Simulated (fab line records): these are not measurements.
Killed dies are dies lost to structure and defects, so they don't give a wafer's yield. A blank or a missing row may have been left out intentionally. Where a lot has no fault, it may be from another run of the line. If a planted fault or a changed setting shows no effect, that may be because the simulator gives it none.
Chamber matching | flow n5_finfet | N5_MOL_CONTACT_COAG_CONTACT_ETCH_14 on rie_diel-04: 4 sister chambers
The step etches SiO2 in C4F6/O2, target depth 27.5 nm, overetch 8.5 nm, time 20 s. 27 wafers are shown with their chamber, then 12 later ones without.

== WAFERS PAIRED WITH THEIR CHAMBERS ==
wafer  | chamber | throttle_valve_pct (%) | showerhead_plenum_p_Torr (Torr) | drypump_motor_current_A (A)
L074.3 | 3       | 21.65                  | 3.01                            | 4.9
L074.4 | 0       | 21.67                  | 2.85                            | 5.5
L074.5 | 3       | 21.64                  | 3.01                            | 4.8
L075.2 | 1       | 21.11                  | 2.71                            | 5.3
L075.4 | 3       | 21.63                  | 3.01                            | 4.9
L075.6 | 2       | 20.95                  | 2.76                            | 5.3
L077.1 | 3       | 21.65                  | 3.01                            | 4.9
L077.2 | 2       | 20.95                  | 2.76                            | 5.3
L077.5 | 1       | 21.12                  | 2.71                            | 5.4
L079.1 | 2       | 20.96                  | 2.76                            | 5.3
L079.4 | 3       | 21.66                  | 3.00                            | 4.8
L079.5 | 1       | 21.12                  | 2.71                            | 5.3
L080.1 | 0       | 21.70                  | 2.85                            | 5.5
L080.3 | 2       | 20.96                  | 2.76                            | 5.3
L080.5 | 3       | 21.65                  | 3.00                            | 4.9
L082.1 | 3       | 21.67                  | 3.00                            | 4.9
L082.2 | 2       | 20.98                  | 2.75                            | 5.3
L082.6 | 3       | 21.68                  | 3.00                            | 4.9
L084.2 | 0       | 21.70                  | 2.84                            | 5.4
L084.3 | 3       | 21.68                  | 3.00                            | 4.8
L084.6 | 3       | 21.68                  | 3.00                            | 4.8
L086.1 | 2       | 20.97                  | 2.75                            | 5.3
L086.2 | 3       | 21.68                  | 3.00                            | 4.8
L086.5 | 1       | 21.14                  | 2.70                            | 5.4
L092.2 | 3       | 21.70                  | 2.99                            | 4.9
L092.3 | 2       | 20.99                  | 2.74                            | 5.3
L092.5 | 2       | 20.99                  | 2.74                            | 5.3

SIGNATURES (means of the wafers above)
reading                  | chamber 0 | chamber 1 | chamber 2 | chamber 3 | scatter within a chamber
throttle_valve_pct       | 21.6900   | 21.1225   | 20.9688   | 21.6642   | 0.0182
showerhead_plenum_p_Torr | 2.8467    | 2.7075    | 2.7525    | 3.0025    | 0.00697
drypump_motor_current_A  | 5.467     | 5.350     | 5.300     | 4.858     | 0.0446
Rule: a wafer lies at a distance from a chamber equal to the root of the sum of squares, over the readings, of (its reading less the chamber's mean, divided by the reading's scatter). If the next closest chamber is less than 2 further off than the closest, the wafer can't be placed; otherwise it belongs to the closest. The scatter is the square root of a quotient: the sum, over the shown wafers, of each reading's squared deviation from its chamber's mean, divided by wafers minus chambers.

== WAFERS WITH NO CHAMBER GIVEN ==
wafer  | throttle_valve_pct (%) | showerhead_plenum_p_Torr (Torr) | drypump_motor_current_A (A)
L094.1 | 21.36                  | 2.84                            | 5.5
L094.3 | 21.01                  | 2.74                            | 5.3
L094.5 | 21.72                  | 2.99                            | 4.9
L095.3 | 21.70                  | 2.99                            | 4.9
L095.4 | 21.02                  | 2.74                            | 5.3
L095.5 | 20.90                  | 3.03                            | 5.3
L096.3 | 21.38                  | 2.83                            | 5.4
L096.5 | 21.00                  | 2.74                            | 5.3
L096.6 | 20.91                  | 3.03                            | 5.3
L097.1 | 20.89                  | 3.03                            | 5.4
L097.2 | 21.39                  | 2.83                            | 5.4
L097.6 | 21.72                  | 2.98                            | 4.9

== EACH ONE'S CHAMBER ==
wafer  | from the rows above | in truth
L094.1 | 0                   | 0
L094.3 | 2                   | 2
L094.5 | 3                   | 3
L095.3 | 3                   | 3
L095.4 | 2                   | 2
L095.5 | 2                   | 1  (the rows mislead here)
L096.3 | 0                   | 0
L096.5 | 2                   | 2
L096.6 | 2                   | 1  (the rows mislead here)
L097.1 | 2                   | 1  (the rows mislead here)
L097.2 | 0                   | 0
L097.6 | 3                   | 3
9 of 12 placed correctly. Number that these rows cannot place: 0. Placed wrongly: 3.
